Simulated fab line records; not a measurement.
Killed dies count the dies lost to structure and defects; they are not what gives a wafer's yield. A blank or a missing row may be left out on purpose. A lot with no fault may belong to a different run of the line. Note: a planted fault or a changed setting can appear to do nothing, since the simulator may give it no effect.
Which tool was responsible? :: flow nandHarc :: 6 lots, 18 wafers sampled, at 5 steps of a route of 1302

WHAT THE GAUGES SHOWED, per wafer
NHARC_P_GATE_CD_MEAS_46: the cd target is 720 nm.
lot: L215
measured: day 6 20:20
on: cdSem-03
cdNm (nm): 720.9 719.4 721.4

lot: L218
measured: day 8 00:11
on: cdSem-02
cdNm (nm): 717.8 717.0 717.5

lot: L220
measured: day 9 03:37
on: cdSem-01
cdNm (nm): 720.1 717.3 717.8

lot: L226
measured: day 11 17:08
on: cdSem-02
cdNm (nm): 719.8 718.3 721.9

lot: L230
measured: day 12 20:38
on: cdSem-02
cdNm (nm): 718.2 715.3 717.7

lot: L233
measured: day 14 06:19
on: cdSem-02
cdNm (nm): 720.9 719.9 719.7

TOOL THAT RAN EACH LOT (tool first, then ch and the chambers of the sampled wafers, then the start)
lot: L215
NHARC_P_GATE_DESCUM_13: rieDiel-01 ch 0,2,3, day 5 18:29
NHARC_P_GATE_DESCUM_31: rieDiel-12 ch 0,1,2, day 6 08:28
NHARC_P_GATE_HM_OPEN_105: rieDiel-12 ch 0,3, day 6 20:10 or earlier
NHARC_P_GATE_EXPOSE_43: krfScanner-03 ch 0, day 6 20:10

lot: L218
NHARC_P_GATE_DESCUM_13: rieDiel-01 ch 0,1,3, day 6 19:11
NHARC_P_GATE_DESCUM_31: rieDiel-12 ch 0,1, day 7 12:29
NHARC_P_GATE_HM_OPEN_105: rieDiel-12 ch 1,2,3, day 8 00:02 or earlier
NHARC_P_GATE_EXPOSE_43: krfScanner-02 ch 0, day 8 00:02

lot: L220
NHARC_P_GATE_DESCUM_13: rieDiel-01 ch 0,1,2, day 8 01:16
NHARC_P_GATE_DESCUM_31: rieDiel-06 ch 1,2,3, day 8 16:00
NHARC_P_GATE_HM_OPEN_105: rieDiel-06 ch 0,1,2, day 9 03:28 or earlier
NHARC_P_GATE_EXPOSE_43: krfScanner-01 ch 0, day 9 03:28

lot: L226
NHARC_P_GATE_DESCUM_13: rieDiel-06 ch 1,2, day 10 12:17
NHARC_P_GATE_DESCUM_31: rieDiel-01 ch 0,3, day 11 05:16
NHARC_P_GATE_HM_OPEN_105: rieDiel-01 ch 3, day 11 16:59 or earlier
NHARC_P_GATE_EXPOSE_43: krfScanner-02 ch 0, day 11 16:59

lot: L230
NHARC_P_GATE_DESCUM_13: rieDiel-01 ch 1,2,3, day 11 19:02
NHARC_P_GATE_DESCUM_31: rieDiel-01 ch 0,2, day 12 08:50
NHARC_P_GATE_HM_OPEN_105: rieDiel-01 ch 1,2, day 12 20:29 or earlier
NHARC_P_GATE_EXPOSE_43: krfScanner-01 ch 0, day 12 20:29

lot: L233
NHARC_P_GATE_DESCUM_13: rieDiel-06 ch 1,3, day 13 01:29
NHARC_P_GATE_DESCUM_31: rieDiel-01 ch 1,2,3, day 13 18:34
NHARC_P_GATE_HM_OPEN_105: rieDiel-01 ch 2,3, day 14 06:09 or earlier
NHARC_P_GATE_EXPOSE_43: krfScanner-02 ch 0, day 14 06:09
- NHARC_P_GATE_DESCUM_13: chemistry O2, time 3 s.
- NHARC_P_GATE_DESCUM_31: chemistry O2, time 3 s.
- NHARC_P_GATE_HM_OPEN_105: chemistry O2/COS, target depth 360 nm.
- NHARC_P_GATE_EXPOSE_43: exposes mask P NSD, target cd 720 nm.

THE ANSWER, worked out from the rows above alone
Rule: what is usual is taken from the lots themselves. Put in order of their means at a reading, lots are off if they are a third of the lots or fewer, leave a main group of 4 or more, and stand apart from it by a gap of 3 or more times the standard deviation of the main group's means; of several such gaps the widest counts. Not used: any main group whose means are identical at the precision the tables above print for the reading. Also off: a lot with no number at a reading for which 4 or more lots have one. The other lots that the step has rows for count as sound.
None of the lots is off at any reading shown; this tells nothing.

WHAT THE SIMULATOR HAD PUT IN
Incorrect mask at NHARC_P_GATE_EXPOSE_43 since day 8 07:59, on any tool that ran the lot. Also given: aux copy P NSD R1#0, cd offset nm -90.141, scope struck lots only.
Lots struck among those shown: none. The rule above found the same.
